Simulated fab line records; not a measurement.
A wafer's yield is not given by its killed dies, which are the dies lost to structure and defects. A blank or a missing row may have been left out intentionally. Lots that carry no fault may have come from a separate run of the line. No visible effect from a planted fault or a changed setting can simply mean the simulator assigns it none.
Struck lot and sound lot, side by side / flow nand_harc / 36 steps out of a route of 1302
Sound: the wafers L243.1, L243.2, L243.3. Wafers L258.1, L258.4, L258.5 were the ones struck. At the end, the cause is stated.
For every step that has rows: the tool of each side, followed by ch and its chambers, followed by its first start. Under that, the readings that differ: sound wafers / struck wafers / difference of the means / sigmas: that difference in standard deviations of wafers without a fault.
alike: a reading whose means differ by less than 2 such deviations, as well as words and numbers matching on both sides. not compared: withheld readings; readings where some wafer has no value; bounds like >300 that might hide an equal value; numbers whose values overlap and for which the record gives no deviation.
A row with sigmas, a row that says differs or no value, or rows on one side alone: a step with any of these is where the two part. When numbers do not overlap yet have no deviation, they are printed without sigmas and do not part them. A reading missing from all wafers of one side parts the sides only when that side holds two or more wafers.

first, 5 steps without rows for these wafers: NHARC_A_WL_FILL_STRIP_28 (strips in post etch residue remover, time 1200 s); NHARC_A_WL_FILL_PRECLEAN_06 (cleans in DIW, time 300 s); NHARC_A_WL_FILL_SRD_07; NHARC_A_WL_FILL_ANNEAL_08 (time 1800 s); NHARC_A_WL_FILL_ALD_10 (deposits SiO2, target thk 50 nm, pulse time 10 s, ald cycles 500).
NHARC_A_WL_FILL_ETCHBACK_16: etches the open film in C4F8/O2/Ar, target depth 120 nm, time 24 s.
  sound: rie_diel-01 ch 1,2,3; struck: rie_diel-01 ch 1,2
  alike: oes_product_au, rf_vpp_V
  not compared: rf_hours_counter_h
then, 1 step without rows for these wafers: NHARC_A_WL_FILL_STRIP_29 (strips in O2, time 20 s).
NHARC_A_WL_FILL_ETCHBACK_17: etches the open film in Cl2/BCl3, target depth 4 nm, time 26.7 s.
  sound on rie_metal-03 ch 0,1, day 20 21:27; struck on rie_metal-02 ch 0,1, day 27 03:32
  alike: drypump_motor_current_A, oes_product_au
  not compared: rf_hours_counter_h
then, 3 steps without rows for these wafers: NHARC_A_WL_FILL_PRECLEAN_18 (cleans in dHF, time 30 s); NHARC_A_WL_FILL_SRD_21; NHARC_A_WL_FILL_CVD_23 (deposits poly-Si, target thk 40 nm, time 800 s).
NHARC_A_WL_FILL_ETCHBACK_26: etches the open film in HBr, target depth 52 nm, time 13.3 s.
  sound on rie_si-01 ch 0,2,3, day 21 02:40; struck on rie_si-01 ch 2,3, day 27 08:46
  alike: drypump_motor_current_A, oes_product_au, throttle_valve_pct
  not compared: rf_hours_counter_h
then, 2 steps without rows for these wafers: NHARC_A_WL_FILL_PRECLEAN_30 (cleans in dHF, time 10 s); NHARC_A_WL_FILL_SRD_14.
NHARC_A_WL_FILL_ALD_19: deposits TiN, target thk 2 nm, pulse time 3 s, ald cycles 100.
  sound on ald_metal-01 ch 0,1,2, day 21 02:56; struck on ald_metal-03 ch 0,1, day 27 09:03
  alike: heater_power_w, precursor_pulse_height_rel
then, 4 steps without rows for these wafers: NHARC_A_WL_FILL_CVD_20 (deposits W, target thk 100 nm, time 74 s); NHARC_A_WL_FILL_CMP_12 (polishes, t overpolish 30 s, target thk 100 nm); NHARC_A_WL_FILL_SRD_31; NHARC_A_CONTACT_DEP_24 (deposits SiO2, target thk 500 nm).
NHARC_A_CONTACT_DEP_28: deposits aC, target thk 7000 nm.
  sound on acl_dep-01 ch 0, day 21 07:33; struck on acl_dep-01 ch 0, day 27 10:45
  alike: throttle_valve_pct
NHARC_A_CONTACT_DEP_29: deposits SiON, target thk 100 nm.
  sound on pecvd-03 ch 0,1,2, day 21 11:52; struck on pecvd-03 ch 0,2, day 27 14:58
  alike: heater_power_w
then, 10 steps without rows for these wafers: NHARC_A_CONTACT_DEHYDRATE_32 (time 120 s); NHARC_A_CONTACT_HMDS_33 (time 30 s); NHARC_A_CONTACT_COAT_34 (time 75 s); NHARC_A_CONTACT_COAT_35 (time 65 s); NHARC_A_CONTACT_COAT_36 (resist thk 90 nm); NHARC_A_CONTACT_SOFTBAKE_37 (time 55 s); NHARC_A_CONTACT_EBR_38; NHARC_A_CONTACT_EXPOSE_39 (exposes mask A CC 3); NHARC_A_CONTACT_PEB_40 (peb time 65 s); NHARC_A_CONTACT_DEVELOP_41 (develop time 35 s).
NHARC_A_CONTACT_CD_MEAS_42: target cd 300 nm.
  sound on cd_sem-02 ch 0, day 21 12:27; struck on cd_sem-01 ch 0, day 27 15:34
  alike: cd_nm
NHARC_A_CONTACT_OVL_MEAS_43:
  struck on overlay-02, day 27 15:39; sound on overlay-01, day 21 12:32
  alike: overlay_x_nm, overlay_y_nm
NHARC_A_CONTACT_DESCUM_47: chemistry O2, time 3 s.
  sound on rie_diel-04 ch 0,2,3, day 21 12:38; struck on rie_diel-11 ch 0,1,2, day 27 18:36
reading=hold; sound=- - -; struck=await_dispo/2.7h/release await_dispo/2.7h/release await_dispo/2.7h/release; difference=no value on the sound wafers; sigmas=
  alike: drypump_motor_current_A, oes_product_au, rf_vpp_V, showerhead_plenum_p_Torr, throttle_valve_pct
  not compared: rf_hours_counter_h
then, 1 step without rows for these wafers: NHARC_A_CONTACT_ETCH_48 (etches the open film in CF4, target depth 39 nm, time 65 s).
-- jump in the record: it breaks off in module A_CONTACT and resumes in module END (first step shown: number 1302 of the route), and 4 days separate the struck wafers' starts before and after --
NHARC_END_SORT_01:
  only the struck wafers appear in the record here, on prober-02 ch 0 at day 31 16:55; the sound ones have no rows

== WHERE THEY PART ==
At NHARC_A_CONTACT_DESCUM_47 first; at NHARC_END_SORT_01 last (within this record only).

WHY: the cause the simulator had injected
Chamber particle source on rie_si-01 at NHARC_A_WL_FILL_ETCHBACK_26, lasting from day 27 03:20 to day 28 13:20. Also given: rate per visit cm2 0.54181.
